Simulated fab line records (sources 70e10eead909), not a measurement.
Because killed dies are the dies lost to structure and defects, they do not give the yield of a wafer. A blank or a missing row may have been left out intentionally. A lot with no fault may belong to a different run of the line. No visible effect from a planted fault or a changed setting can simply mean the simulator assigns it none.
Chamber matching    flow nand_harc    NHARC_A_ZERO_WELL_ETCH_13 on rie_si-04: 4 sister chambers
The step etches the open film in HBr/Cl2, target depth 120 nm, time 40.1 s. 27 wafers are shown with their chamber, then 12 later ones without.

WAFERS, EACH WITH ITS CHAMBER
wafer   chamber  oes_product_au (a.u.)  throttle_valve_pct (%)
L074.2  0        1.003                  26.414
L074.3  1        1.001                  26.405
L074.4  2        0.999                  26.397
L075.2  3        1.006                  26.422
L075.3  0        1.003                  26.402
L075.5  1        0.989                  26.406
L078.2  2        1.009                  26.394
L078.4  0        1.000                  26.406
L078.5  2        1.010                  26.395
L080.3  3        0.990                  26.402
L080.4  0        1.009                  26.417
L080.6  2        1.006                  26.399
L081.4  0        1.003                  26.404
L081.5  1        1.007                  26.399
L081.6  0        1.008                  26.422
L081.1  2        1.009                  26.407
L081.2  3        0.993                  26.387
L081.3  1        1.012                  26.397
L082.1  2        1.014                  26.408
L082.4  0        1.003                  26.419
L082.5  0        1.009                  26.394
L082.2  3        0.979                  26.416
L082.3  1        1.005                  26.390
L082.6  1        0.999                  26.427
L085.1  3        0.991                  26.405
L085.4  1        0.998                  26.411
L085.5  3        0.987                  26.397

SIGNATURES (means of the wafers above)
reading             chamber 0  chamber 1  chamber 2  chamber 3  scatter within a chamber
oes_product_au      1.00475    1.00157    1.00783    0.99100    0.00635
throttle_valve_pct  26.40975   26.40500   26.40000   26.40483   0.0104
Rule: a wafer's distance from a chamber is the root of the sum, over the readings, of the square of ((its reading less the chamber's mean) divided by the reading's scatter). The wafer belongs to the nearest chamber; if the next one is less than 2 further off, it can't be placed. The scatter: the root of (the sum of the squares of (reading less its chamber's mean) over the shown wafers, divided by (wafers less chambers)).

WAFERS WITHOUT THEIR CHAMBER
wafer   oes_product_au (a.u.)  throttle_valve_pct (%)
L089.1  1.005                  26.395
L089.2  1.013                  26.423
L089.3  1.020                  26.410
L091.1  0.979                  26.434
L091.3  1.006                  26.406
L091.5  1.001                  26.398
L093.1  1.004                  26.411
L093.3  0.999                  26.416
L093.5  1.011                  26.407
L096.1  0.978                  26.383
L096.2  0.993                  26.403
L096.3  1.001                  26.410

CHAMBER TAKEN BY EACH
wafer   from the rows above                in truth
L089.1  can't be placed: 2 or 1 or 0 or 3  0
L089.2  can't be placed: 0 or 2 or 1       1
L089.3  can't be placed: 2 or 0 or 1       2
L091.1  can't be placed: 3 or 1 or 0       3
L091.3  can't be placed: 0 or 2 or 1 or 3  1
L091.5  can't be placed: 1 or 2 or 0 or 3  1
L093.1  can't be placed: 0 or 1 or 2 or 3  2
L093.3  can't be placed: 0 or 1 or 3 or 2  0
L093.5  can't be placed: 2 or 0 or 1       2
L096.1  can't be placed: 3 or 1            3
L096.2  can't be placed: 3 or 1 or 0 or 2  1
L096.3  can't be placed: 1 or 0 or 2 or 3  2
Correctly placed: 0 of 12. Cannot be placed on the basis of these rows: 12; the candidates contain the true chamber in 12. Number placed wrongly: 0.
